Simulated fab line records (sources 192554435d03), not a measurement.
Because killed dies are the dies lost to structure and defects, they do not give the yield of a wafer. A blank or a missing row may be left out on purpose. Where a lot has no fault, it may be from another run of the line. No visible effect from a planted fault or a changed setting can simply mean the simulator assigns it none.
fab line records / flow n5-finfet / part 2 of 2: steps 20 to 26 of 26
[record] lots = 5 wafers = 15 last-day = 16
route steps=1938 shown BEOL_M8@1352
lots untouched by any fault: they come from a run of this same line in which no faults occurred
start-h: start of the lot's first displayed wafer, in hours after the record's first day / wait-h: time in hours since the lot's previous step / " unchanged from the row above / L1.1+2: a single row standing in for several wafers / - value missing, or start not given / * or withheld: withheld / < > ~ a bound
route shown NAME@n: a module of which the file shows steps, and the number in the route of the first / usual: the fault-free wafers' mean and standard deviation / same: alike in all rows / chamber/n: place in a boat / sites: per-site readings / _std_site: the values' standard deviation / _edge_site: mean of outer sites minus mean of inner sites / radius-mm: how far each site lies from the wafer's centre / mask NAME#n: copy n / behind: the tool/chamber that last shaped the wafer / hold: the reason the lot was held/the length of the hold in hours/how it ended / device: the n, p or np transistor that did not switch / end of line: the tests these same wafers got at the end of their route / where a step has no rows: the recipe by itself / killed: at the first sort, the dies lost to defects and structure; wafer yield is something else / map: the dies of a wafer, with x for killed, . for not killed, _ for no die there
set.NAME: setting as actually run; set.NAME@STEP: the setting as run at that earlier step / model.NAME: the simulator's own value behind a step, which no gauge read
a table for each step, a row for each wafer; lots at some steps of the route
services: from which hour (start-h, from the record's first day; less than 0 if before it) a tool's chamber was out of use, for how many hours, and why
[[steps]]
[step N5_BEOL_M8_ETCH_66]
[recipe] chemistry = N2/H2 target = SOC target-depth-a = 800 overetch-a = 160 mask-material = SiARC temp-c = 40 time-s = 120 ion-energy-ev = 200 pressure-mtorr = 30 source-w = 840 bias-w = 150 n2-flow-sccm = 200 h2-flow-sccm = 200
[usual] drypump-motor-current-A = 5.8/0.44 oes-product-au = 0.59/0.053 rf-vpp-V = 524/3 showerhead-plenum-p-Torr = 2.56/0.1 throttle-valve-pct = 17.87/0.27
lot.wafer=L084.2 tool=rie-diel-01 chamber=1 start-h=251.74 wait-h=0.0 drypump-motor-current-A=5.6 oes-product-au=0.62 rf-hours-counter-h=85 rf-vpp-V=527 showerhead-plenum-p-Torr=2.68 throttle-valve-pct=17.62
lot.wafer=L084.4 tool=rie-diel-01 chamber=1 start-h=251.74 wait-h=0.0 drypump-motor-current-A=5.6 oes-product-au=0.62 rf-hours-counter-h=- rf-vpp-V=528 showerhead-plenum-p-Torr=2.68 throttle-valve-pct=17.62
lot.wafer=L084.5 tool=rie-diel-01 chamber=0 start-h=251.74 wait-h=0.0 drypump-motor-current-A=5.6 oes-product-au=0.55 rf-hours-counter-h=- rf-vpp-V=520 showerhead-plenum-p-Torr=2.41 throttle-valve-pct=18.10
lot.wafer=L082.2 tool=rie-diel-02 chamber=0 start-h=258.64 wait-h=0.0 drypump-motor-current-A=5.5 oes-product-au=0.70 rf-hours-counter-h=21 rf-vpp-V=528 showerhead-plenum-p-Torr=2.71 throttle-valve-pct=17.52
lot.wafer=L082.4 tool=rie-diel-02 chamber=2 start-h=258.64 wait-h=0.0 drypump-motor-current-A=6.1 oes-product-au=0.58 rf-hours-counter-h=135 rf-vpp-V=529 showerhead-plenum-p-Torr=2.65 throttle-valve-pct=17.71
lot.wafer=L082.6 tool=rie-diel-02 chamber=2 start-h=258.64 wait-h=0.0 drypump-motor-current-A=6.1 oes-product-au=0.57 rf-hours-counter-h=- rf-vpp-V=528 showerhead-plenum-p-Torr=2.65 throttle-valve-pct=17.70
lot.wafer=L083.1 tool=rie-diel-02 chamber=0 start-h=266.38 wait-h=0.0 drypump-motor-current-A=5.5 oes-product-au=0.69 rf-hours-counter-h=24 rf-vpp-V=529 showerhead-plenum-p-Torr=2.70 throttle-valve-pct=17.52
lot.wafer=L083.3 tool=rie-diel-02 chamber=2 start-h=266.38 wait-h=0.0 drypump-motor-current-A=6.1 oes-product-au=0.58 rf-hours-counter-h=138 rf-vpp-V=527 showerhead-plenum-p-Torr=2.65 throttle-valve-pct=17.73
lot.wafer=L083.4 tool=rie-diel-02 chamber=3 start-h=266.38 wait-h=0.0 drypump-motor-current-A=5.9 oes-product-au=0.56 rf-hours-counter-h=162 rf-vpp-V=520 showerhead-plenum-p-Torr=2.43 throttle-valve-pct=17.65
lot.wafer=L088.1 tool=rie-diel-01 chamber=2 start-h=292.52 wait-h=0.0 drypump-motor-current-A=5.1 oes-product-au=0.72 rf-hours-counter-h=8 rf-vpp-V=525 showerhead-plenum-p-Torr=2.60 throttle-valve-pct=17.77
lot.wafer=L088.4 tool=rie-diel-01 chamber=0 start-h=292.52 wait-h=0.0 drypump-motor-current-A=5.7 oes-product-au=0.54 rf-hours-counter-h=231 rf-vpp-V=519 showerhead-plenum-p-Torr=2.40 throttle-valve-pct=18.12
lot.wafer=L088.6 tool=rie-diel-01 chamber=0 start-h=292.52 wait-h=0.0 drypump-motor-current-A=5.7 oes-product-au=0.54 rf-hours-counter-h=- rf-vpp-V=520 showerhead-plenum-p-Torr=2.40 throttle-valve-pct=18.13
lot.wafer=L092.1 tool=rie-diel-01 chamber=1 start-h=311.50 wait-h=0.0 drypump-motor-current-A=5.6 oes-product-au=0.61 rf-hours-counter-h=109 rf-vpp-V=527 showerhead-plenum-p-Torr=2.67 throttle-valve-pct=17.67
lot.wafer=L092.2 tool=rie-diel-01 chamber=2 start-h=311.50 wait-h=0.0 drypump-motor-current-A=5.0 oes-product-au=0.71 rf-hours-counter-h=15 rf-vpp-V=526 showerhead-plenum-p-Torr=2.60 throttle-valve-pct=17.78
lot.wafer=L092.3 tool=rie-diel-01 chamber=3 start-h=311.50 wait-h=0.0 drypump-motor-current-A=6.2 oes-product-au=0.56 rf-hours-counter-h=180 rf-vpp-V=527 showerhead-plenum-p-Torr=2.64 throttle-valve-pct=17.93
[step N5_BEOL_M8_STRIP_69]
[recipe] chemistry = N2/H2 temp-c = 40 n2-flow-sccm = 200 h2-flow-sccm = 200 rf-frequency-hz = 6e+07
lot.wafer=L084.2+4+5 tool=rie-diel-01 chamber=1,1,0 start-h=251.86 wait-h=0.1
lot.wafer=L082.2+4+6 tool=rie-diel-02 chamber=0,2,2 start-h=258.72 wait-h=0.0
lot.wafer=L083.1+3+4 tool=rie-diel-02 chamber=0,2,3 start-h=266.46 wait-h=0.0
lot.wafer=L088.1+4+6 tool=rie-diel-01 chamber=2,0,0 start-h=292.60 wait-h=0.0
lot.wafer=L092.1+2+3 tool=rie-diel-01 chamber=1,2,3 start-h=311.58 wait-h=0.0
[step N5_BEOL_M8_STRIP_73]
[recipe] chemistry = N2/H2 temp-c = 40 n2-flow-sccm = 200 h2-flow-sccm = 200 rf-frequency-hz = 6e+07
lot.wafer=L084.2+4+5 tool=rie-diel-01 chamber=1,1,0 start-h=251.88 wait-h=0.0
lot.wafer=L082.2+4+6 tool=rie-diel-02 chamber=0,2,2 start-h=258.73 wait-h=0.0
lot.wafer=L083.1+3+4 tool=rie-diel-02 chamber=0,2,3 start-h=266.47 wait-h=0.0
lot.wafer=L088.1+4+6 tool=rie-diel-01 chamber=2,0,0 start-h=292.61 wait-h=0.0
lot.wafer=L092.1+2+3 tool=rie-diel-01 chamber=1,2,3 start-h=311.59 wait-h=0.0
[step N5_BEOL_M8_VIA_ETCH_34]
[recipe] chemistry = C4F6/O2 target = SiCOH_lowk target-depth-a = 1255 mask-material = SOC taper-deg = 4 time-s = 50.5 ion-energy-ev = 250 pressure-mtorr = 30 source-w = 345 bias-w = 185 Ar_flow_sccm = 300 C4F6_flow_sccm = 10 O2_flow_sccm = 10
[usual] drypump-motor-current-A = 5.8/0.44 oes-product-au = 0.77/0.073 rf-vpp-V = 664/5.7 showerhead-plenum-p-Torr = 2.87/0.1 throttle-valve-pct = 20.93/0.23
lot.wafer=L084.2 tool=rie-diel-01 chamber=1 start-h=251.89 wait-h=0.0 drypump-motor-current-A=5.6 oes-product-au=0.80 rf-hours-counter-h=85 rf-vpp-V=673 showerhead-plenum-p-Torr=2.99 throttle-valve-pct=20.73
lot.wafer=L084.4 tool=rie-diel-01 chamber=1 start-h=251.89 wait-h=0.0 drypump-motor-current-A=5.6 oes-product-au=0.82 rf-hours-counter-h=- rf-vpp-V=674 showerhead-plenum-p-Torr=2.99 throttle-valve-pct=20.72
lot.wafer=L084.5 tool=rie-diel-01 chamber=0 start-h=251.89 wait-h=0.0 drypump-motor-current-A=5.6 oes-product-au=0.71 rf-hours-counter-h=- rf-vpp-V=656 showerhead-plenum-p-Torr=2.72 throttle-valve-pct=21.20
lot.wafer=L082.2 tool=rie-diel-02 chamber=0 start-h=258.74 wait-h=0.0 drypump-motor-current-A=5.5 oes-product-au=0.92 rf-hours-counter-h=21 rf-vpp-V=666 showerhead-plenum-p-Torr=3.02 throttle-valve-pct=20.58
lot.wafer=L082.4 tool=rie-diel-02 chamber=2 start-h=258.74 wait-h=0.0 drypump-motor-current-A=6.1 oes-product-au=0.75 rf-hours-counter-h=135 rf-vpp-V=665 showerhead-plenum-p-Torr=2.97 throttle-valve-pct=20.83
lot.wafer=L082.6 tool=rie-diel-02 chamber=2 start-h=258.74 wait-h=0.0 drypump-motor-current-A=6.1 oes-product-au=0.76 rf-hours-counter-h=- rf-vpp-V=667 showerhead-plenum-p-Torr=2.97 throttle-valve-pct=20.82
lot.wafer=L083.1 tool=rie-diel-02 chamber=0 start-h=266.48 wait-h=0.0 drypump-motor-current-A=5.5 oes-product-au=0.91 rf-hours-counter-h=25 rf-vpp-V=667 showerhead-plenum-p-Torr=3.02 throttle-valve-pct=20.59
lot.wafer=L083.3 tool=rie-diel-02 chamber=2 start-h=266.48 wait-h=0.0 drypump-motor-current-A=6.1 oes-product-au=0.76 rf-hours-counter-h=138 rf-vpp-V=666 showerhead-plenum-p-Torr=2.97 throttle-valve-pct=20.81
lot.wafer=L083.4 tool=rie-diel-02 chamber=3 start-h=266.48 wait-h=0.0 drypump-motor-current-A=5.9 oes-product-au=0.74 rf-hours-counter-h=162 rf-vpp-V=668 showerhead-plenum-p-Torr=2.74 throttle-valve-pct=20.81
lot.wafer=L088.1 tool=rie-diel-01 chamber=2 start-h=292.62 wait-h=0.0 drypump-motor-current-A=5.0 oes-product-au=0.96 rf-hours-counter-h=8 rf-vpp-V=656 showerhead-plenum-p-Torr=2.91 throttle-valve-pct=20.88
lot.wafer=L088.4 tool=rie-diel-01 chamber=0 start-h=292.62 wait-h=0.0 drypump-motor-current-A=5.6 oes-product-au=0.69 rf-hours-counter-h=231 rf-vpp-V=656 showerhead-plenum-p-Torr=2.71 throttle-valve-pct=21.24
lot.wafer=L088.6 tool=rie-diel-01 chamber=0 start-h=292.62 wait-h=0.0 drypump-motor-current-A=5.6 oes-product-au=0.69 rf-hours-counter-h=- rf-vpp-V=655 showerhead-plenum-p-Torr=2.71 throttle-valve-pct=21.24
lot.wafer=L092.1 tool=rie-diel-01 chamber=1 start-h=311.60 wait-h=0.0 drypump-motor-current-A=5.6 oes-product-au=0.78 rf-hours-counter-h=109 rf-vpp-V=672 showerhead-plenum-p-Torr=2.98 throttle-valve-pct=20.78
lot.wafer=L092.2 tool=rie-diel-01 chamber=2 start-h=311.60 wait-h=0.0 drypump-motor-current-A=5.0 oes-product-au=0.93 rf-hours-counter-h=15 rf-vpp-V=656 showerhead-plenum-p-Torr=2.91 throttle-valve-pct=20.90
lot.wafer=L092.3 tool=rie-diel-01 chamber=3 start-h=311.60 wait-h=0.0 drypump-motor-current-A=6.2 oes-product-au=0.72 rf-hours-counter-h=180 rf-vpp-V=671 showerhead-plenum-p-Torr=2.94 throttle-valve-pct=20.89
[step N5_BEOL_M8_STRIP_76]
[recipe] chemistry = C4F6/O2 resist = SiARC rf-frequency-hz = 6e+07
lot.wafer=L084.2+4+5 tool=rie-diel-01 chamber=1,1,0 start-h=251.95 wait-h=0.0
lot.wafer=L082.2+4+6 tool=rie-diel-02 chamber=0,2,2 start-h=258.78 wait-h=0.0
lot.wafer=L083.1+3+4 tool=rie-diel-02 chamber=0,2,3 start-h=266.52 wait-h=0.0
lot.wafer=L088.1+4+6 tool=rie-diel-01 chamber=2,0,0 start-h=292.66 wait-h=0.0
lot.wafer=L092.1+2+3 tool=rie-diel-01 chamber=1,2,3 start-h=311.64 wait-h=0.0
[step N5_BEOL_M8_STRIP_36]
[recipe] chemistry = N2/H2 power-w = 450 temp-c = 40 pressure-mtorr = 20 rf-frequency-hz = 6e+07 overash-fraction = 0.3 bias-power-w = 7 h2-frac = 0.5 n2-flow-sccm = 200 h2-flow-sccm = 200
[usual] drypump-motor-current-A = 5.8/0.44 oes-product-au = 0.77/0.074 rf-vpp-V = 59.2/1.4 showerhead-plenum-p-Torr = 2.56/0.1 throttle-valve-pct = 23.7/0.31
lot.wafer=L084.2 tool=rie-diel-01 chamber=1 start-h=251.97 wait-h=0.0 drypump-motor-current-A=5.6 oes-product-au=0.81 rf-hours-counter-h=86 rf-vpp-V=58.2 showerhead-plenum-p-Torr=2.68 throttle-valve-pct=23.4
lot.wafer=L084.4 tool=rie-diel-01 chamber=1 start-h=251.97 wait-h=0.0 drypump-motor-current-A=5.6 oes-product-au=0.80 rf-hours-counter-h=- rf-vpp-V=61.3 showerhead-plenum-p-Torr=2.68 throttle-valve-pct=23.4
lot.wafer=L084.5 tool=rie-diel-01 chamber=0 start-h=251.97 wait-h=0.0 drypump-motor-current-A=5.7 oes-product-au=0.70 rf-hours-counter-h=- rf-vpp-V=58.0 showerhead-plenum-p-Torr=2.41 throttle-valve-pct=23.9
lot.wafer=L082.2 tool=rie-diel-02 chamber=0 start-h=258.79 wait-h=0.0 drypump-motor-current-A=5.5 oes-product-au=0.93 rf-hours-counter-h=21 rf-vpp-V=58.8 showerhead-plenum-p-Torr=2.70 throttle-valve-pct=23.5
lot.wafer=L082.4 tool=rie-diel-02 chamber=2 start-h=258.79 wait-h=0.0 drypump-motor-current-A=6.1 oes-product-au=0.75 rf-hours-counter-h=135 rf-vpp-V=61.2 showerhead-plenum-p-Torr=2.65 throttle-valve-pct=23.6
lot.wafer=L082.6 tool=rie-diel-02 chamber=2 start-h=258.79 wait-h=0.0 drypump-motor-current-A=6.1 oes-product-au=0.74 rf-hours-counter-h=- rf-vpp-V=56.5 showerhead-plenum-p-Torr=2.65 throttle-valve-pct=23.6
lot.wafer=L083.1 tool=rie-diel-02 chamber=0 start-h=266.53 wait-h=0.0 drypump-motor-current-A=5.5 oes-product-au=0.90 rf-hours-counter-h=25 rf-vpp-V=56.9 showerhead-plenum-p-Torr=2.70 throttle-valve-pct=23.4
lot.wafer=L083.3 tool=rie-diel-02 chamber=2 start-h=266.53 wait-h=0.0 drypump-motor-current-A=6.1 oes-product-au=0.75 rf-hours-counter-h=138 rf-vpp-V=60.3 showerhead-plenum-p-Torr=2.65 throttle-valve-pct=23.6
lot.wafer=L083.4 tool=rie-diel-02 chamber=3 start-h=266.53 wait-h=0.0 drypump-motor-current-A=5.9 oes-product-au=0.73 rf-hours-counter-h=162 rf-vpp-V=57.0 showerhead-plenum-p-Torr=2.43 throttle-valve-pct=23.4
lot.wafer=L088.1 tool=rie-diel-01 chamber=2 start-h=292.67 wait-h=0.0 drypump-motor-current-A=5.0 oes-product-au=0.95 rf-hours-counter-h=8 rf-vpp-V=59.4 showerhead-plenum-p-Torr=2.60 throttle-valve-pct=23.6
lot.wafer=L088.4 tool=rie-diel-01 chamber=0 start-h=292.67 wait-h=0.0 drypump-motor-current-A=5.6 oes-product-au=0.69 rf-hours-counter-h=231 rf-vpp-V=58.8 showerhead-plenum-p-Torr=2.40 throttle-valve-pct=23.9
lot.wafer=L088.6 tool=rie-diel-01 chamber=0 start-h=292.67 wait-h=0.0 drypump-motor-current-A=5.6 oes-product-au=0.68 rf-hours-counter-h=- rf-vpp-V=57.0 showerhead-plenum-p-Torr=2.40 throttle-valve-pct=23.9
lot.wafer=L092.1 tool=rie-diel-01 chamber=1 start-h=311.65 wait-h=0.0 drypump-motor-current-A=5.6 oes-product-au=0.79 rf-hours-counter-h=109 rf-vpp-V=59.9 showerhead-plenum-p-Torr=2.67 throttle-valve-pct=23.4
lot.wafer=L092.2 tool=rie-diel-01 chamber=2 start-h=311.65 wait-h=0.0 drypump-motor-current-A=5.0 oes-product-au=0.93 rf-hours-counter-h=15 rf-vpp-V=59.1 showerhead-plenum-p-Torr=2.60 throttle-valve-pct=23.6
lot.wafer=L092.3 tool=rie-diel-01 chamber=3 start-h=311.65 wait-h=0.0 drypump-motor-current-A=6.2 oes-product-au=0.74 rf-hours-counter-h=180 rf-vpp-V=59.5 showerhead-plenum-p-Torr=2.63 throttle-valve-pct=23.8
[step N5_BEOL_M8_TRENCH_ETCH_37]
[recipe] chemistry = C4F6/O2 target-depth-a = 934.78 target = SiCOH_lowk time-s = 31.2 ion-energy-ev = 250 pressure-mtorr = 30 source-w = 345 bias-w = 185 Ar_flow_sccm = 300 C4F6_flow_sccm = 10 O2_flow_sccm = 10
[usual] drypump-motor-current-A = 5.8/0.44 oes-product-au = 0.77/0.073 rf-vpp-V = 664/5.7 showerhead-plenum-p-Torr = 2.87/0.1 throttle-valve-pct = 20.96/0.23
lot.wafer=L084.2 tool=rie-diel-01 chamber=1 start-h=- wait-h=- drypump-motor-current-A=5.6 oes-product-au=0.81 rf-hours-counter-h=86 rf-vpp-V=673 showerhead-plenum-p-Torr=2.99 throttle-valve-pct=20.75
lot.wafer=L084.4 tool=rie-diel-01 chamber=1 start-h=- wait-h=- drypump-motor-current-A=5.6 oes-product-au=0.82 rf-hours-counter-h=- rf-vpp-V=673 showerhead-plenum-p-Torr=2.99 throttle-valve-pct=20.76
lot.wafer=L084.5 tool=rie-diel-01 chamber=0 start-h=- wait-h=- drypump-motor-current-A=5.6 oes-product-au=0.70 rf-hours-counter-h=- rf-vpp-V=657 showerhead-plenum-p-Torr=2.72 throttle-valve-pct=21.21
lot.wafer=L082.2 tool=rie-diel-02 chamber=0 start-h=- wait-h=- drypump-motor-current-A=5.5 oes-product-au=0.91 rf-hours-counter-h=21 rf-vpp-V=667 showerhead-plenum-p-Torr=3.02 throttle-valve-pct=20.60
lot.wafer=L082.4 tool=rie-diel-02 chamber=2 start-h=- wait-h=- drypump-motor-current-A=6.1 oes-product-au=0.76 rf-hours-counter-h=135 rf-vpp-V=667 showerhead-plenum-p-Torr=2.97 throttle-valve-pct=20.83
lot.wafer=L082.6 tool=rie-diel-02 chamber=2 start-h=- wait-h=- drypump-motor-current-A=6.1 oes-product-au=0.75 rf-hours-counter-h=- rf-vpp-V=666 showerhead-plenum-p-Torr=2.97 throttle-valve-pct=20.83
lot.wafer=L083.1 tool=rie-diel-02 chamber=0 start-h=- wait-h=- drypump-motor-current-A=5.5 oes-product-au=0.91 rf-hours-counter-h=25 rf-vpp-V=664 showerhead-plenum-p-Torr=3.02 throttle-valve-pct=20.61
lot.wafer=L083.3 tool=rie-diel-02 chamber=2 start-h=- wait-h=- drypump-motor-current-A=6.1 oes-product-au=0.76 rf-hours-counter-h=138 rf-vpp-V=667 showerhead-plenum-p-Torr=2.97 throttle-valve-pct=20.84
lot.wafer=L083.4 tool=rie-diel-02 chamber=3 start-h=- wait-h=- drypump-motor-current-A=5.8 oes-product-au=0.73 rf-hours-counter-h=162 rf-vpp-V=667 showerhead-plenum-p-Torr=2.74 throttle-valve-pct=20.83
lot.wafer=L088.1 tool=rie-diel-01 chamber=2 start-h=- wait-h=- drypump-motor-current-A=5.1 oes-product-au=0.94 rf-hours-counter-h=8 rf-vpp-V=656 showerhead-plenum-p-Torr=2.91 throttle-valve-pct=20.91
lot.wafer=L088.4 tool=rie-diel-01 chamber=0 start-h=- wait-h=- drypump-motor-current-A=5.6 oes-product-au=0.69 rf-hours-counter-h=231 rf-vpp-V=656 showerhead-plenum-p-Torr=2.71 throttle-valve-pct=21.26
lot.wafer=L088.6 tool=rie-diel-01 chamber=0 start-h=- wait-h=- drypump-motor-current-A=5.7 oes-product-au=0.69 rf-hours-counter-h=- rf-vpp-V=656 showerhead-plenum-p-Torr=2.71 throttle-valve-pct=21.25
lot.wafer=L092.1 tool=rie-diel-01 chamber=1 start-h=- wait-h=- drypump-motor-current-A=5.6 oes-product-au=0.78 rf-hours-counter-h=109 rf-vpp-V=672 showerhead-plenum-p-Torr=2.98 throttle-valve-pct=20.78
lot.wafer=L092.2 tool=rie-diel-01 chamber=2 start-h=- wait-h=- drypump-motor-current-A=5.0 oes-product-au=0.93 rf-hours-counter-h=15 rf-vpp-V=657 showerhead-plenum-p-Torr=2.91 throttle-valve-pct=20.94
lot.wafer=L092.3 tool=rie-diel-01 chamber=3 start-h=- wait-h=- drypump-motor-current-A=6.2 oes-product-au=0.73 rf-hours-counter-h=180 rf-vpp-V=670 showerhead-plenum-p-Torr=2.94 throttle-valve-pct=20.94
[[services]]
tool=euv-scanner-02 chamber=- start-h=229.23 hours=1.0 kind=pm
tool=rie-diel-01 chamber=2 start-h=231.57 hours=- kind=clean
tool=rie-diel-01 chamber=2 start-h=231.57 hours=- kind=consumable-replace:focus-ring
tool=rie-diel-01 chamber=2 start-h=231.57 hours=32.8 kind=scheduled-down
tool=rie-diel-01 chamber=2 start-h=231.57 hours=32.8 kind=vent-cycle
tool=rie-diel-02 chamber=- start-h=241.53 hours=15.6 kind=pm
tool=euv-scanner-01 chamber=- start-h=246.19 hours=1.1 kind=repair
tool=euv-scanner-01 chamber=- start-h=249.21 hours=4.6 kind=pm
tool=euv-scanner-02 chamber=- start-h=253.81 hours=4.6 kind=pm
tool=litho-track-01 chamber=- start-h=261.24 hours=- kind=consumable-replace:filter
tool=euv-scanner-02 chamber=- start-h=265.88 hours=0.3 kind=repair
tool=rie-diel-06 chamber=1 start-h=266.28 hours=23.2 kind=repair
tool=euv-scanner-01 chamber=- start-h=273.25 hours=1.0 kind=pm
tool=rie-diel-02 chamber=1 start-h=277.02 hours=- kind=clean
tool=rie-diel-02 chamber=1 start-h=277.02 hours=- kind=consumable-replace:focus-ring
tool=rie-diel-02 chamber=1 start-h=277.02 hours=15.9 kind=scheduled-down
tool=rie-diel-02 chamber=1 start-h=277.02 hours=15.9 kind=vent-cycle
tool=rie-metal-03 chamber=- start-h=279.19 hours=0.3 kind=repair
tool=euv-scanner-02 chamber=- start-h=285.35 hours=1.0 kind=pm
